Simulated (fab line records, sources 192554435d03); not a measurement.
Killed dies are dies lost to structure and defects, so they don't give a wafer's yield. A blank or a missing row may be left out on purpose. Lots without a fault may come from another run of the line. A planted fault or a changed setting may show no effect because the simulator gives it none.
Which tool did it? | flow n5_finfet | 10 lots, 30 wafers sampled, at 1 step of a route of 1938

WHAT THE GAUGES READ, wafer by wafer
N5_BEOL_M13_INSPECT_12: inspects for defects (macro).
lot  | measured     | on                | raw_defect_count
L565 | day 12 08:29 | defect_inspect-02 | 2 0 3
L567 | day 13 11:14 | defect_inspect-02 | 2 3 4
L566 | day 13 17:20 | defect_inspect-02 | 1 2 1
L572 | day 13 17:44 | defect_inspect-02 | 1 2 3
L571 | day 13 17:55 | defect_inspect-01 | 1 2 4
L570 | day 14 01:52 | defect_inspect-02 | 2 0 2
L584 | day 17 21:08 | defect_inspect-02 | 3 2 3
L583 | day 18 11:47 | defect_inspect-02 | 1 3 1
L582 | day 18 13:58 | defect_inspect-01 | 1 4 3
L587 | day 18 19:22 | defect_inspect-01 | 0 2 0

WHICH TOOL RAN EACH LOT (tool, then ch and the chambers of the sampled wafers, then the start)
The record holds no process step before these readings.

THE ANSWER, worked out from the rows above alone
Rule: what is usual is taken from the lots themselves. Put in order of their means at a reading, lots are off if they are a third of the lots or fewer, leave a main group of 4 or more, and stand apart from it by a gap of 3 or more times the standard deviation of the main group's means; of several such gaps the widest counts. A main group whose means are all the same, to the digits that the tables above print for the reading, isn't used. A lot without any number at a reading at which 4 lots or more have one is off too. The other lots that the step has rows for count as sound.
No lot is off at any reading shown: from this, nothing can be told.

WHAT THE SIMULATOR HAD PUT IN
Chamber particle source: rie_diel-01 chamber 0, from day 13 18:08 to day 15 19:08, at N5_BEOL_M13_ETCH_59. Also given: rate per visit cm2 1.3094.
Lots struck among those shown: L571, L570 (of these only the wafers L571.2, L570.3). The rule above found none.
